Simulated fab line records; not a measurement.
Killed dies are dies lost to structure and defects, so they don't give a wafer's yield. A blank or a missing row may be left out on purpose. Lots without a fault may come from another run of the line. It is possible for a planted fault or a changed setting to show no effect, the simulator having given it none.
Matching of chambers :: flow nandHarc :: NHARC_P_M0_STRIP_18 on rieDiel-09 has 4 sister chambers
The step strips in N2/H2. 27 wafers are shown with their chamber, then 12 later ones without.

== EACH WAFER AND ITS CHAMBER ==
wafer: L075.1
chamber: 1
showerheadPlenumPTorr (Torr): 1.98
drypumpMotorCurrentA (A): 6.1
oesProductAu (a.u.): 0.999

wafer: L075.2
chamber: 0
showerheadPlenumPTorr (Torr): 1.97
drypumpMotorCurrentA (A): 6.1
oesProductAu (a.u.): 0.992

wafer: L075.3
chamber: 2
showerheadPlenumPTorr (Torr): 2.02
drypumpMotorCurrentA (A): 6.2
oesProductAu (a.u.): 1.014

wafer: L075.4
chamber: 3
showerheadPlenumPTorr (Torr): 2.11
drypumpMotorCurrentA (A): 6.3
oesProductAu (a.u.): 0.997

wafer: L075.5
chamber: 1
showerheadPlenumPTorr (Torr): 1.98
drypumpMotorCurrentA (A): 6.1
oesProductAu (a.u.): 1.002

wafer: L075.6
chamber: 2
showerheadPlenumPTorr (Torr): 2.02
drypumpMotorCurrentA (A): 6.2
oesProductAu (a.u.): 1.004

wafer: L076.2
chamber: 1
showerheadPlenumPTorr (Torr): 1.98
drypumpMotorCurrentA (A): 6.1
oesProductAu (a.u.): 0.992

wafer: L076.3
chamber: 2
showerheadPlenumPTorr (Torr): 2.02
drypumpMotorCurrentA (A): 6.2
oesProductAu (a.u.): 1.005

wafer: L076.5
chamber: 0
showerheadPlenumPTorr (Torr): 1.97
drypumpMotorCurrentA (A): 6.1
oesProductAu (a.u.): 0.991

wafer: L077.1
chamber: 1
showerheadPlenumPTorr (Torr): 1.98
drypumpMotorCurrentA (A): 6.1
oesProductAu (a.u.): 0.995

wafer: L077.3
chamber: 2
showerheadPlenumPTorr (Torr): 2.02
drypumpMotorCurrentA (A): 6.2
oesProductAu (a.u.): 1.009

wafer: L077.5
chamber: 1
showerheadPlenumPTorr (Torr): 1.98
drypumpMotorCurrentA (A): 6.1
oesProductAu (a.u.): 1.002

wafer: L079.1
chamber: 0
showerheadPlenumPTorr (Torr): 1.97
drypumpMotorCurrentA (A): 6.1
oesProductAu (a.u.): 1.001

wafer: L079.2
chamber: 1
showerheadPlenumPTorr (Torr): 1.97
drypumpMotorCurrentA (A): 6.0
oesProductAu (a.u.): 0.977

wafer: L079.3
chamber: 2
showerheadPlenumPTorr (Torr): 2.02
drypumpMotorCurrentA (A): 6.3
oesProductAu (a.u.): 1.005

wafer: L081.4
chamber: 3
showerheadPlenumPTorr (Torr): 2.11
drypumpMotorCurrentA (A): 6.2
oesProductAu (a.u.): 0.999

wafer: L081.5
chamber: 0
showerheadPlenumPTorr (Torr): 1.97
drypumpMotorCurrentA (A): 6.1
oesProductAu (a.u.): 1.002

wafer: L081.6
chamber: 2
showerheadPlenumPTorr (Torr): 2.02
drypumpMotorCurrentA (A): 6.2
oesProductAu (a.u.): 1.009

wafer: L080.1
chamber: 0
showerheadPlenumPTorr (Torr): 1.97
drypumpMotorCurrentA (A): 6.0
oesProductAu (a.u.): 0.982

wafer: L080.5
chamber: 3
showerheadPlenumPTorr (Torr): 2.11
drypumpMotorCurrentA (A): 6.2
oesProductAu (a.u.): 0.999

wafer: L080.6
chamber: 2
showerheadPlenumPTorr (Torr): 2.02
drypumpMotorCurrentA (A): 6.3
oesProductAu (a.u.): 1.014

wafer: L083.2
chamber: 0
showerheadPlenumPTorr (Torr): 1.97
drypumpMotorCurrentA (A): 6.1
oesProductAu (a.u.): 0.996

wafer: L083.3
chamber: 3
showerheadPlenumPTorr (Torr): 2.11
drypumpMotorCurrentA (A): 6.2
oesProductAu (a.u.): 0.997

wafer: L083.4
chamber: 2
showerheadPlenumPTorr (Torr): 2.02
drypumpMotorCurrentA (A): 6.2
oesProductAu (a.u.): 0.997

wafer: L086.1
chamber: 0
showerheadPlenumPTorr (Torr): 1.97
drypumpMotorCurrentA (A): 6.0
oesProductAu (a.u.): 0.989

wafer: L086.3
chamber: 3
showerheadPlenumPTorr (Torr): 2.11
drypumpMotorCurrentA (A): 6.2
oesProductAu (a.u.): 1.000

wafer: L086.5
chamber: 3
showerheadPlenumPTorr (Torr): 2.11
drypumpMotorCurrentA (A): 6.2
oesProductAu (a.u.): 0.989

SIGNATURES (averages over the wafers above)
reading: showerheadPlenumPTorr
chamber 0: 1.9700
chamber 1: 1.9783
chamber 2: 2.0200
chamber 3: 2.1100
scatter within a chamber: 0.0019

reading: drypumpMotorCurrentA
chamber 0: 6.071
chamber 1: 6.083
chamber 2: 6.225
chamber 3: 6.217
scatter within a chamber: 0.0447

reading: oesProductAu
chamber 0: 0.99329
chamber 1: 0.99450
chamber 2: 1.00713
chamber 3: 0.99683
scatter within a chamber: 0.00674
Rule: for each reading, subtract the chamber's mean from the wafer's reading, divide by that reading's scatter and square the result; add these up over the readings and take the root, which gives the wafer's distance from the chamber. The wafer belongs to the nearest chamber; if the next one is less than 2 further off, it can't be placed. The scatter: the root of (the sum of the squares of (reading less its chamber's mean) over the shown wafers, divided by (wafers less chambers)).

== WAFERS WITH NO CHAMBER GIVEN ==
wafer: L084.2
showerheadPlenumPTorr (Torr): 2.02
drypumpMotorCurrentA (A): 6.2
oesProductAu (a.u.): 0.999

wafer: L084.3
showerheadPlenumPTorr (Torr): 2.11
drypumpMotorCurrentA (A): 6.2
oesProductAu (a.u.): 1.003

wafer: L084.4
showerheadPlenumPTorr (Torr): 1.96
drypumpMotorCurrentA (A): 6.0
oesProductAu (a.u.): 0.985

wafer: L089.3
showerheadPlenumPTorr (Torr): 2.02
drypumpMotorCurrentA (A): 6.3
oesProductAu (a.u.): 1.003

wafer: L089.4
showerheadPlenumPTorr (Torr): 1.96
drypumpMotorCurrentA (A): 6.0
oesProductAu (a.u.): 0.991

wafer: L089.5
showerheadPlenumPTorr (Torr): 1.96
drypumpMotorCurrentA (A): 6.1
oesProductAu (a.u.): 0.995

wafer: L091.4
showerheadPlenumPTorr (Torr): 2.11
drypumpMotorCurrentA (A): 6.2
oesProductAu (a.u.): 0.993

wafer: L091.5
showerheadPlenumPTorr (Torr): 1.96
drypumpMotorCurrentA (A): 6.1
oesProductAu (a.u.): 0.987

wafer: L091.6
showerheadPlenumPTorr (Torr): 2.11
drypumpMotorCurrentA (A): 6.2
oesProductAu (a.u.): 0.996

wafer: L095.2
showerheadPlenumPTorr (Torr): 1.96
drypumpMotorCurrentA (A): 6.1
oesProductAu (a.u.): 0.994

wafer: L095.3
showerheadPlenumPTorr (Torr): 2.02
drypumpMotorCurrentA (A): 6.3
oesProductAu (a.u.): 0.994

wafer: L095.4
showerheadPlenumPTorr (Torr): 2.11
drypumpMotorCurrentA (A): 6.3
oesProductAu (a.u.): 1.006

== CHAMBER TAKEN BY EACH ==
wafer: L084.2
from the rows above: 2
in truth: 2

wafer: L084.3
from the rows above: 3
in truth: 3

wafer: L084.4
from the rows above: 0
in truth: 0

wafer: L089.3
from the rows above: 2
in truth: 2

wafer: L089.4
from the rows above: 0
in truth: 0

wafer: L089.5
from the rows above: 0
in truth: 0

wafer: L091.4
from the rows above: 3
in truth: 3

wafer: L091.5
from the rows above: 0
in truth: 0

wafer: L091.6
from the rows above: 3
in truth: 3

wafer: L095.2
from the rows above: 0
in truth: 0

wafer: L095.3
from the rows above: 2
in truth: 2

wafer: L095.4
from the rows above: 3
in truth: 3
Placed correctly: 12 of 12. Can't be placed from these rows: 0. Wrongly placed: 0.
